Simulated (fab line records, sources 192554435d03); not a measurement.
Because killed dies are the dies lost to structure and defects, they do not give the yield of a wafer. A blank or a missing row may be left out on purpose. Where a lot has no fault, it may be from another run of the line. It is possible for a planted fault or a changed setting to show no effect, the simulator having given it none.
Chamber matching / flow n5Finfet / aldMetal-01 running N5_BEOL_M7_ALD_77: 4 sister chambers
The step deposits TaN, target thk 2 nm, pulse time 2 s, purge time 3 s. 4 wafers are shown with their chamber, then 9 later ones without.

## WAFERS, EACH WITH ITS CHAMBER
wafer=L080.3; chamber=2; heaterPowerW (W)=443
wafer=L080.6; chamber=3; heaterPowerW (W)=474
wafer=L083.2; chamber=1; heaterPowerW (W)=363
wafer=L083.6; chamber=0; heaterPowerW (W)=500

## WAFERS WITH NO CHAMBER GIVEN
wafer=L088.1; heaterPowerW (W)=371
wafer=L088.2; heaterPowerW (W)=458
wafer=L088.3; heaterPowerW (W)=475
wafer=L088.4; heaterPowerW (W)=507
wafer=L088.5; heaterPowerW (W)=360
wafer=L088.6; heaterPowerW (W)=449
wafer=L092.1; heaterPowerW (W)=485
wafer=L092.2; heaterPowerW (W)=493
wafer=L092.4; heaterPowerW (W)=368

## CHAMBER TAKEN BY EACH
wafer=L088.1; from the rows above=1; in truth=1
wafer=L088.2; from the rows above=can't be placed: 2 or 3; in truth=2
wafer=L088.3; from the rows above=3; in truth=3
wafer=L088.4; from the rows above=0; in truth=0
wafer=L088.5; from the rows above=1; in truth=1
wafer=L088.6; from the rows above=2; in truth=2
wafer=L092.1; from the rows above=can't be placed: 3 or 0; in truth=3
wafer=L092.2; from the rows above=can't be placed: 0 or 3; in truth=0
wafer=L092.4; from the rows above=1; in truth=1
6 of 9 placed correctly. Unplaceable from these rows: 3, with the true chamber sitting among the candidates in 3. Placed wrongly: 0.
How it was worked out, from the rows above alone: a wafer's distance from a chamber is the root of the sum, over the readings, of the square of ((its reading less the chamber's mean) divided by the reading's scatter). The wafer belongs to the nearest chamber; if the next one is less than 2 further off, it can't be placed. Each chamber's mean is taken over the wafers shown for it. The scatter (one wafer shown for each chamber): square how far every hidden wafer sits from the nearest shown wafer, average those squares and take the square root.
